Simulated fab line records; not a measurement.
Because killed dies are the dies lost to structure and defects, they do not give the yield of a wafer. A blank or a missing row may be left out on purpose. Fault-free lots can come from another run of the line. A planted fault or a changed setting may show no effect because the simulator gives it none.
fab line records -- flow nand_harc
record lots=5, wafers=15, last_day=32
route steps=1302 shown A_CONTACT@1070 A_BLC@1107 END@1302
lots with no fault: from the same line, run without faults
start_h: the number of hours between the record's first day and the start of the first shown wafer of the lot -- wait_h: time in hours since the lot's previous step -- " unchanged from the row above -- L1.1+2: a row that stands for several wafers -- - either no value or no given start -- * or withheld: withheld -- < > ~ a bound
route shown NAME@n: names a module that has steps shown in the file, with the first one's number in the route -- usual: the fault-free wafers' mean and standard deviation -- same: alike in all rows -- chamber/n: place in a boat -- sites: each site's reading -- _std_site: standard deviation of those values -- _edge_site: mean of outer sites minus mean of inner sites -- radius_mm: how far each site lies from the wafer's centre -- mask NAME#n: copy n -- behind: the most recent tool/chamber to have shaped the wafer -- hold: what put the lot on hold/how long, in hours/how the hold closed -- device: names the non-switching transistor (n, p or np) -- end of line: tests run on the same wafers once the route is complete -- a step given without rows: its recipe and nothing more -- killed: dies lost to structure and defects at the first sort, not the wafer's yield -- map: dies across one wafer; x = killed, . = not, _ = none there
set.NAME: the run value of the setting; set.NAME@STEP: its run value at that earlier step -- model.NAME: the simulator's own value behind a step, which no gauge read
lots at some steps of the route; a table a step, a row a wafer
services: a tool's chamber out of use, with start hour (start_h, from the record's first day; less than 0 if before it), hours out, and reason
## steps
# step NHARC_A_CONTACT_COAT_86
# recipe temp_c=260, time_s=75
# step NHARC_A_CONTACT_COAT_87
# recipe temp_c=225, time_s=65
# step NHARC_A_CONTACT_COAT_02
# recipe spin_rpm=1500, resist_thk_nm=90
# step NHARC_A_CONTACT_SOFTBAKE_03
# recipe temp_c=105, time_s=55
# step NHARC_A_CONTACT_EBR_04
# step NHARC_A_CONTACT_EXPOSE_05
# recipe na=1.35, sigma_outer=0.8, dose_mj=84.24, mask_id=A_CC
# step NHARC_A_CONTACT_PEB_06
# recipe peb_temp_c=100, peb_time_s=65
# step NHARC_A_CONTACT_DEVELOP_07
# recipe develop_time_s=35, dev_temp_c=23
# step NHARC_A_CONTACT_CD_MEAS_08
# recipe target_cd_nm=200, landing_energy_ev=500
# usual cd_nm=199.7/0.49
lot.wafer,tool,chamber,start_h,wait_h,cd_nm
L404.2,cd_sem-02,0,576.22,-,200.4
L404.3,cd_sem-02,0,576.22,-,199.9
L404.5,cd_sem-02,0,576.22,-,199.7
L405.1,cd_sem-01,0,586.41,-,199.7
L405.3,cd_sem-01,0,586.41,-,199.2
L405.5,cd_sem-01,0,586.41,-,199.7
L413.2,cd_sem-03,0,650.90,-,199.3
L413.3,cd_sem-03,0,650.90,-,200.3
L413.5,cd_sem-03,0,650.90,-,199.4
L415.1,cd_sem-02,0,677.77,-,199.7
L415.4,cd_sem-02,0,677.77,-,198.8
L415.5,cd_sem-02,0,677.77,-,199.6
L419.1,cd_sem-02,0,728.55,-,200.6
L419.4,cd_sem-02,0,728.55,-,199.8
L419.5,cd_sem-02,0,728.55,-,200.6
# step NHARC_A_CONTACT_OVL_MEAS_09
# usual overlay_x_nm=0.2/0.78, overlay_y_nm=-0.1/0.82
lot.wafer,tool,chamber,start_h,wait_h,overlay_x_nm,overlay_y_nm
L404.2,overlay-01,-,576.31,-,0.5,0.0
L404.3,overlay-01,-,576.31,-,0.2,0.6
L404.5,overlay-01,-,576.31,-,-0.2,0.2
L405.1,overlay-02,-,586.50,-,-0.6,-1.0
L405.3,overlay-02,-,586.50,-,-0.7,-0.9
L405.5,overlay-02,-,586.50,-,-0.4,-1.3
L413.2,overlay-02,-,650.99,-,0.0,0.5
L413.3,overlay-02,-,650.99,-,-0.2,0.4
L413.5,overlay-02,-,650.99,-,0.0,0.3
L415.1,overlay-01,-,677.86,-,0.5,-0.8
L415.4,overlay-01,-,677.86,-,-0.2,-0.8
L415.5,overlay-01,-,677.86,-,0.1,-0.8
L419.1,overlay-01,-,728.63,-,-0.2,-0.7
L419.4,overlay-01,-,728.63,-,-0.6,-0.2
L419.5,overlay-01,-,728.63,-,-0.4,-0.3
# step NHARC_A_CONTACT_INSPECT_10
# usual raw_defect_count=83/35
lot.wafer,tool,chamber,start_h,wait_h,raw_defect_count
L404.2,defect_inspect-01,-,576.34,0.0,151
L404.3,defect_inspect-01,-,576.34,0.0,131
L404.5,defect_inspect-01,-,576.34,0.0,137
L405.1,defect_inspect-02,-,586.53,0.0,71
L405.3,defect_inspect-02,-,586.53,0.0,76
L405.5,defect_inspect-02,-,586.53,0.0,76
L413.2,defect_inspect-02,-,651.03,0.0,109
L413.3,defect_inspect-02,-,651.03,0.0,106
L413.5,defect_inspect-02,-,651.03,0.0,102
L415.1,defect_inspect-02,-,677.90,0.0,123
L415.4,defect_inspect-02,-,677.90,0.0,107
L415.5,defect_inspect-02,-,677.90,0.0,113
L419.1,defect_inspect-02,-,728.67,0.0,27
L419.4,defect_inspect-02,-,728.67,0.0,35
L419.5,defect_inspect-02,-,728.67,0.0,32
# step NHARC_A_CONTACT_DESCUM_13
# recipe time_s=3, o2_flow_sccm=200, ar_flow_sccm=0, bias_power_w=0, chemistry=O2
# usual drypump_motor_current_A=5.71/0.27, oes_product_au=1.003/0.0091, rf_vpp_V=57.8/0.84, showerhead_plenum_p_Torr=1.90/0.081, throttle_valve_pct=11.311/0.0089
# same time_s=3
lot.wafer,tool,chamber,start_h,wait_h,drypump_motor_current_A,oes_product_au,rf_hours_counter_h,rf_vpp_V,showerhead_plenum_p_Torr,throttle_valve_pct
L404.3,rie_diel-12,1,576.40,0.1,5.34,1.000,25,56.9,1.99,11.305
L404.2,rie_diel-12,0,576.40,0.1,5.33,1.002,20,57.1,1.78,11.297
L404.5,rie_diel-12,1,576.40,0.1,5.33,1.001,-,57.5,1.99,11.314
L405.3,rie_diel-12,0,586.60,0.1,5.40,1.003,22,57.3,1.78,11.310
L405.1,rie_diel-12,2,586.60,0.1,5.89,1.004,26,58.1,1.98,11.310
L405.5,rie_diel-12,3,586.60,0.1,5.84,1.001,-,57.4,1.85,11.314
L413.2,rie_diel-12,3,651.09,0.1,5.81,0.997,2,57.4,1.85,11.291
L413.3,rie_diel-12,1,651.09,0.1,5.36,1.012,5,57.4,1.99,11.308
L413.5,rie_diel-12,0,651.09,0.1,5.40,1.003,-,57.3,1.78,11.310
L415.4,rie_diel-13,2,677.98,0.1,5.83,1.020,46,56.8,1.82,11.314
L415.1,rie_diel-13,3,677.98,0.1,5.94,1.018,50,56.3,1.90,11.293
L415.5,rie_diel-13,0,677.98,0.1,5.86,1.008,-,57.5,1.95,11.312
L419.1,rie_diel-13,1,728.75,0.1,5.92,1.001,11,57.7,1.94,11.334
L419.4,rie_diel-13,2,728.75,0.1,5.79,1.006,9,58.3,1.81,11.326
L419.5,rie_diel-13,3,728.75,0.1,5.92,1.008,-,55.8,1.89,11.308
# step NHARC_A_CONTACT_ETCH_88
# recipe target_depth_a=390, over_etch_frac=0.3, time_s=65, ion_energy_ev=80, cf4_flow_sccm=150, ar_flow_sccm=0, rf_w=300, bias_w=100, chemistry=CF4
# usual bias_w=100.0/0.33, drypump_motor_current_A=5.70/0.27, oes_product_au=1.003/0.0098, rf_vpp_V=151.2/1.2, showerhead_plenum_p_Torr=1.76/0.069, throttle_valve_pct=13.285/0.0089
# same time_s=65
lot.wafer,tool,chamber,start_h,wait_h,bias_w,drypump_motor_current_A,oes_product_au,rf_hours_counter_h,rf_vpp_V,showerhead_plenum_p_Torr,throttle_valve_pct
L404.2,rie_diel-12,1,576.52,0.1,99.9,5.36,0.995,25,152.7,1.84,13.290
L404.3,rie_diel-12,3,576.52,0.1,99.7,5.83,0.986,24,150.7,1.72,13.276
L404.5,rie_diel-12,3,576.52,0.1,99.7,5.84,0.991,-,150.6,1.72,13.271
L405.3,rie_diel-12,2,586.68,0.1,99.7,5.90,0.978,26,151.9,1.83,13.293
L405.1,rie_diel-12,3,586.68,0.1,99.5,5.81,0.982,25,151.0,1.72,13.265
L405.5,rie_diel-12,1,586.68,0.1,99.9,5.34,0.986,-,150.8,1.84,13.278
L413.3,rie_diel-12,2,651.18,0.1,100.0,5.90,1.011,5,153.7,1.82,13.282
L413.2,rie_diel-12,3,651.18,0.1,99.9,5.86,0.992,2,150.6,1.72,13.294
L413.5,rie_diel-12,1,651.18,0.1,100.0,5.32,1.006,-,151.7,1.83,13.298
L415.4,rie_diel-13,2,678.05,0.1,99.7,5.80,0.999,46,149.1,1.69,13.297
L415.1,rie_diel-13,0,678.05,0.1,100.3,5.86,0.992,44,150.3,1.80,13.292
L415.5,rie_diel-13,1,678.05,0.1,100.4,5.88,0.993,-,151.6,1.79,13.299
L419.4,rie_diel-13,2,728.82,0.1,100.3,5.79,1.012,9,151.2,1.68,13.284
L419.1,rie_diel-13,1,728.82,0.1,99.9,5.92,1.008,11,150.7,1.79,13.283
L419.5,rie_diel-13,3,728.82,0.1,99.7,5.94,1.013,-,149.9,1.75,13.269
# step NHARC_A_CONTACT_ETCH_89
# recipe target_depth_a=2600, over_etch_frac=0.3, time_s=475.3, ion_energy_ev=200, n2_flow_sccm=150, h2_flow_sccm=150, ar_flow_sccm=0, rf_w=400, bias_w=150, chemistry=N2/H2
# step NHARC_A_CONTACT_ETCH_30
# recipe target_depth_a=726, time_s=36.3, cf4_flow_sccm=100, chf3_flow_sccm=30, ar_flow_sccm=0, rf_w=500, bias_w=200, chemistry=CF4/CHF3
# step NHARC_A_CONTACT_ETCH_31
# recipe target_depth_a=28000, over_etch_frac=0.3, time_s=728, ion_energy_ev=150, o2_flow_sccm=400, cos_flow_sccm=20, ar_flow_sccm=0, rf_w=500, bias_w=300, chemistry=O2/COS
# usual bias_w=299.9/0.9, drypump_motor_current_A=5.75/0.26, oes_product_au=1.001/0.0083, rf_vpp_V=314.0/1.9, showerhead_plenum_p_Torr=3.12/0.12, throttle_valve_pct=28.331/0.0088
# same time_s=728
lot.wafer,tool,chamber,start_h,wait_h,bias_w,drypump_motor_current_A,oes_product_au,rf_hours_counter_h,rf_vpp_V,showerhead_plenum_p_Torr,throttle_valve_pct
L404.2,rie_diel-12,3,-,-,299.1,5.85,0.987,24,313.1,3.03,28.337
L404.3,rie_diel-12,1,-,-,299.7,5.37,1.002,26,315.3,3.24,28.335
L404.5,rie_diel-12,1,-,-,298.4,5.38,1.000,-,315.5,3.24,28.331
L405.1,rie_diel-12,2,-,-,301.0,5.90,0.996,26,314.2,3.23,28.325
L405.3,rie_diel-12,3,-,-,298.2,5.86,0.991,26,311.8,3.03,28.335
L405.5,rie_diel-12,1,-,-,300.5,5.36,1.006,-,316.0,3.24,28.325
L413.3,rie_diel-12,2,-,-,300.6,5.90,0.992,6,315.5,3.22,28.324
L413.2,rie_diel-12,3,-,-,300.4,5.84,0.996,3,312.6,3.03,28.328
L413.5,rie_diel-12,1,-,-,299.8,5.36,0.998,-,315.3,3.24,28.334
L415.1,rie_diel-13,1,-,-,299.7,5.93,0.992,43,313.6,3.16,28.324
L415.4,rie_diel-13,3,-,-,299.6,5.92,1.014,50,314.2,3.10,28.327
L415.5,rie_diel-13,0,-,-,299.8,5.86,0.997,-,314.9,3.18,28.321
L419.4,rie_diel-13,3,-,-,300.7,5.92,0.995,8,313.7,3.09,28.335
L419.1,rie_diel-13,0,-,-,300.1,5.89,1.003,10,314.9,3.17,28.333
L419.5,rie_diel-13,3,-,-,300.8,5.92,1.001,-,314.8,3.09,28.332
# step NHARC_A_CONTACT_ETCH_134
# recipe source_w=withheld, pressure_mtorr=20, bias_v=withheld, time_s=140, target_depth_a=7000, ar_flow_sccm=withheld, c4f8_flow_sccm=withheld, o2_flow_sccm=withheld, chemistry=C4F8/O2/Ar
# same time_s=140
lot.wafer,tool,chamber,start_h,wait_h,rf_hours_counter_h
L404.2,har_cap_etch-01,1,578.19,-,11
L404.3,har_cap_etch-01,1,578.19,-,-
L404.5,har_cap_etch-01,0,578.19,-,-
L405.1,har_cap_etch-01,1,587.76,-,13
L405.3,har_cap_etch-01,0,587.76,-,-
L405.5,har_cap_etch-01,1,587.76,-,-
L413.2,har_cap_etch-01,0,652.24,-,27
L413.3,har_cap_etch-01,0,652.24,-,-
L413.5,har_cap_etch-01,0,652.24,-,-
L415.1,har_cap_etch-02,0,679.11,-,117
L415.4,har_cap_etch-02,0,679.11,-,-
L415.5,har_cap_etch-02,0,679.11,-,-
L419.1,har_cap_etch-02,1,729.86,-,127
L419.4,har_cap_etch-02,0,729.86,-,-
L419.5,har_cap_etch-02,1,729.86,-,-
# step NHARC_A_CONTACT_ETCH_135
# recipe source_w=withheld, pressure_mtorr=20, bias_v=1200, time_s=311, target_depth_a=19120, ar_flow_sccm=withheld, c4f8_flow_sccm=withheld, o2_flow_sccm=withheld, chemistry=C4F8/O2/Ar
# step NHARC_A_CONTACT_ETCH_136
# recipe source_w=withheld, pressure_mtorr=20, bias_v=1200, time_s=311, target_depth_a=19120, ar_flow_sccm=withheld, c4f8_flow_sccm=withheld, o2_flow_sccm=withheld, chemistry=C4F8/O2/Ar
# step NHARC_A_CONTACT_ETCH_137
# recipe source_w=withheld, pressure_mtorr=20, bias_v=1200, time_s=311, target_depth_a=19120, ar_flow_sccm=withheld, c4f8_flow_sccm=withheld, o2_flow_sccm=withheld, chemistry=C4F8/O2/Ar
# step NHARC_A_CONTACT_ETCH_138
# recipe source_w=withheld, pressure_mtorr=20, bias_v=1200, time_s=311, target_depth_a=19140, ar_flow_sccm=withheld, c4f8_flow_sccm=withheld, o2_flow_sccm=withheld, chemistry=C4F8/O2/Ar
# same time_s=311
lot.wafer,tool,chamber,start_h,wait_h,rf_hours_counter_h
L404.2,har_cap_etch-01,1,579.20,0.2,12
L404.3,har_cap_etch-01,1,579.20,0.2,-
L404.5,har_cap_etch-01,0,579.20,0.2,-
L405.1,har_cap_etch-01,1,589.12,0.3,14
L405.3,har_cap_etch-01,0,589.12,0.3,-
L405.5,har_cap_etch-01,1,589.12,0.3,-
L413.2,har_cap_etch-01,0,653.27,0.2,28
L413.3,har_cap_etch-01,0,653.27,0.2,-
L413.5,har_cap_etch-01,0,653.27,0.2,-
L415.1,har_cap_etch-02,0,680.13,0.2,118
L415.4,har_cap_etch-02,0,680.13,0.2,-
L415.5,har_cap_etch-02,0,680.13,0.2,-
L419.1,har_cap_etch-02,1,730.87,0.2,128
L419.4,har_cap_etch-02,0,730.87,0.2,-
L419.5,har_cap_etch-02,1,730.87,0.2,-
# step NHARC_A_CONTACT_ETCH_139
# recipe source_w=withheld, pressure_mtorr=20, bias_v=400, time_s=195, target_depth_a=8400, ar_flow_sccm=withheld, c4f8_flow_sccm=11.5, o2_flow_sccm=7.2, chemistry=C4F8/O2/Ar
# step NHARC_A_CONTACT_ETCH_92
# recipe target_depth_a=400, over_etch_frac=0.5, time_s=85.7, ion_energy_ev=120, ch3f_flow_sccm=50, o2_flow_sccm=30, ar_flow_sccm=200, rf_w=500, bias_w=100, chemistry=CH3F/O2
# step NHARC_A_CONTACT_ETCH_98
# recipe target_depth_a=200, over_etch_frac=0.5, time_s=10, ion_energy_ev=250, c4f6_flow_sccm=25, o2_flow_sccm=20, ar_flow_sccm=500, rf_w=600, bias_w=500, chemistry=C4F6/O2
# step NHARC_A_CONTACT_CD_MEAS_15
# usual cd_nm=189.7/0.7
lot.wafer,tool,chamber,start_h,wait_h,cd_nm
L404.2,cd_sem-01,-,580.25,-,191.3
L404.3,cd_sem-01,-,580.25,-,189.8
L404.5,cd_sem-01,-,580.25,-,189.7
L405.1,cd_sem-02,-,590.20,-,189.1
L405.3,cd_sem-02,-,590.20,-,189.8
L405.5,cd_sem-02,-,590.20,-,189.6
L413.2,cd_sem-02,-,654.27,-,189.6
L413.3,cd_sem-02,-,654.27,-,189.6
L413.5,cd_sem-02,-,654.27,-,189.2
L415.1,cd_sem-02,-,681.20,-,189.8
L415.4,cd_sem-02,-,681.20,-,190.8
L415.5,cd_sem-02,-,681.20,-,191.0
L419.1,cd_sem-02,-,731.92,-,190.1
L419.4,cd_sem-02,-,731.92,-,189.9
L419.5,cd_sem-02,-,731.92,-,190.1
# step NHARC_A_CONTACT_STRIP_107
# recipe n2_flow_sccm=150, h2_flow_sccm=150, ar_flow_sccm=0, bias_w=0, chemistry=N2/H2
# step NHARC_A_CONTACT_STRIP_108
# recipe cf4_flow_sccm=100, chf3_flow_sccm=30, ar_flow_sccm=0, bias_w=0, chemistry=CF4/CHF3
# step NHARC_A_CONTACT_STRIP_109
# recipe o2_flow_sccm=400, cos_flow_sccm=20, ar_flow_sccm=0, bias_w=0, chemistry=O2/COS
# step NHARC_A_CONTACT_ETCH_110
# recipe target_depth_a=600, overetch_a=60, time_s=33, ion_energy_ev=100, cf4_flow_sccm=80, o2_flow_sccm=20, ar_flow_sccm=0, rf_w=300, bias_w=100, chemistry=CF4/O2
# step NHARC_A_CONTACT_STRIP_26
# recipe o2_flow_sccm=500, ar_flow_sccm=0, bias_w=0, chemistry=O2
# step NHARC_A_CONTACT_STRIP_27
# recipe time_s=600, temp_c=30, chemistry=post_etch_residue_remover
# step NHARC_A_CONTACT_ALD_18
# recipe target_thk_a=30, pulse_time_s=1, ald_cycles=150, temp_c=450, material=TiN
# step NHARC_A_CONTACT_CVD_19
# recipe target_thk_a=3000, temp_c=300, pressure_torr=40, wf6_flow_sccm=40, h2_flow_sccm=1600, ar_flow_sccm=1560, time_s=802, material=W
# usual chamber_pressure_Torr=40.00/0.084, heater_power_w=448/47, throttle_valve_pct=8.17/0.23
# same time_s=802
lot.wafer,tool,chamber,start_h,wait_h,chamber_pressure_Torr,heater_power_w,throttle_valve_pct
L404.2,cvd_w-01,0,-,-,40.07,429,8.32
L404.3,cvd_w-01,0,-,-,40.12,429,8.05
L404.5,cvd_w-01,0,-,-,40.03,421,7.87
L405.1,cvd_w-01,0,-,-,40.22,428,8.35
L405.3,cvd_w-01,0,-,-,40.15,420,8.10
L405.5,cvd_w-01,0,-,-,40.17,430,8.39
L413.2,cvd_w-02,1,-,-,40.18,505,8.01
L413.3,cvd_w-02,0,-,-,40.16,408,8.15
L413.5,cvd_w-02,0,-,-,40.19,399,8.19
L415.1,cvd_w-01,1,-,-,39.90,426,8.15
L415.4,cvd_w-01,0,-,-,40.04,433,8.48
L415.5,cvd_w-01,1,-,-,40.03,419,7.98
L419.1,cvd_w-02,1,-,-,39.97,528,7.85
L419.4,cvd_w-02,0,-,-,40.04,410,8.16
L419.5,cvd_w-02,1,-,-,39.98,507,8.03
# step NHARC_A_CONTACT_CMP_20
# recipe t_overpolish_s=30, target_thk_nm=300
# step NHARC_A_CONTACT_SRD_22
# step NHARC_A_BLC_DEHYDRATE_00
# recipe temp_c=150, time_s=120
# step NHARC_A_BLC_HMDS_01
# recipe time_s=30
# step NHARC_A_BLC_COAT_02
# recipe temp_c=260, time_s=75
# step NHARC_A_BLC_COAT_03
# recipe temp_c=225, time_s=65
# step NHARC_A_BLC_COAT_04
# recipe spin_rpm=1500, resist_thk_nm=90
# step NHARC_END_SORT_01
# recipe temp_c=25
# usual killed_at_array=58/18, killed_at_other=1.0/1.5, killed_at_periphery=4/3.1, killed_dies=64/18, killed_open=3.4/1.9, killed_short=2.7/1.7
# same gross_dies=677
lot.wafer,tool,chamber,start_h,wait_h,killed_at_array,killed_at_other,killed_at_periphery,killed_dies,killed_open,killed_short
L413.3,prober-01,0,701.98,3.1,176,0,6,182,5,0
# killed by level:class
L413.3 A_CONTACT:unspecified=107 A_SLIT:chamber_film_flake=30 A_CHANNEL_HOLE_D2:chamber_film_flake=22 A_CHANNEL_HOLE_D1:chamber_film_flake=4 A_STAIRCASE:chamber_film_flake=4 A_BLC:geometric_particle:open=2 P_ZERO_WELL:chamber_film_flake=2 P_GATE:chamber_film_flake=2
# map L413.3 (x killed, . not)
____________x____________
_________......._________
_______..........._______
______.............______
_____..............._____
____.................____
____..x..x..x....x...____
___..x................___
___...x....x..........___
__..........x..........__
__.....................__
_...............x.x....._
_..........xx..xxxxx...._
_x..............xxxxx..._
_.............xxxxxxxx.._
_...x.........xxxxxxxxx._
.............xxxxxxxxxx..
.......x.....xxxxxxxxx..x
..............xxxxxxxxx..
..............xxxxxxxx.x.
........xx...xxxxxxxxxx..
_........x....xxxxxxxxx._
_......x..x.x..xxxxxxx.._
_......x.xxxx...xxxxxxx._
_......xxxx.x.xxxxxxx..._
_.......xxxx......xx.x.._
__....xxxxxx.x.....x...__
__....xxxx.xx..........__
___....xxxxx..........___
___...xxx.xx......x...___
____...xx..x.....xx..____
____....xx.x.........____
_____..............._____
______x...x........______
_______.xx........_______
_________.x....._________
____________.____________
# map L405.5 (x killed, . not)
____________.____________
_________......._________
_______..........._______
______.............______
_____..............._____
____...x.............____
____..........x..xx..____
___............x......___
___...........x.x.x...___
__..............xx...x.__
__.............xxxxx...__
_...x..........xx.xxx..._
_...x...........x.x....._
_x.x...........x.xxx.x.._
_..................x...._
_..........x.x..x......._
.....x...................
.........................
..................x......
.........................
...x....x................
_......................x_
_.............x........._
_......x..x....x........_
_x.................x...._
_.....x..xxx............_
__......xxx.x..........__
__.....xxx.............__
___........x..........___
___...................___
____.................____
____.........x.......____
_____..............._____
______.............______
_______.....x....._______
_________......._________
____________.____________
## services
tool,chamber,start_h,hours,kind
rie_diel-12,0,552.56,-,clean
rie_diel-12,1,552.56,-,clean
rie_diel-12,2,552.56,-,clean
rie_diel-12,3,552.56,-,clean
rie_diel-13,-,556.80,1.1,repair
rie_diel-12,2,574.55,3.9,repair
rie_diel-12,0,577.06,-,clean
rie_diel-12,1,577.06,-,clean
rie_diel-12,3,577.06,-,clean
rie_diel-12,0,601.56,-,clean
rie_diel-12,1,601.56,-,clean
cvd_w-01,-,617.31,1.4,repair
cvd_w-02,1,619.44,3.2,repair
rie_diel-12,-,622.48,9.0,pm
cvd_w-02,-,631.00,13.0,pm
rie_diel-13,0,653.55,4.0,repair
rie_diel-12,-,669.03,5.1,repair
cvd_w-02,1,687.02,17.0,repair
rie_diel-13,2,687.26,5.3,repair
cvd_w-02,-,687.49,1.2,repair
rie_diel-13,-,696.58,9.0,pm
cvd_w-01,-,705.93,1.0,repair
rie_diel-12,2,710.59,2.6,repair
cvd_w-01,-,728.00,13.0,pm
## key
first_sign step=NHARC_END_SORT_01, reading=killed_at_array, direction=up, sigmas=6.7, usual=58, struck=176
effect step=NHARC_END_SORT_01, reading=killed_dies, direction=up, sigmas=6.6, usual=64, struck=182
more_kills_born_at NHARC_A_CONTACT_ETCH_88@rie_diel-12=104
met_at NHARC_A_CONTACT_ETCH_88
struck_wafers L413.3
tester_left_out L413
onset_between 586.68 651.18
fault kind=chamber_particle_source, tool=rie_diel-12, chamber=2, onset_h=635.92, steps=NHARC_A_CONTACT_ETCH_88, rate_per_visit_cm2=1.9267, end_h=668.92
# tester_left_out: of these lots the tester's yield and bins aren't shown, on N5 and GAA mostly nor the transistor test; their killed dies are dies lost to structure and defects alone, not to doping, threshold or leakage, so they don't give the yield
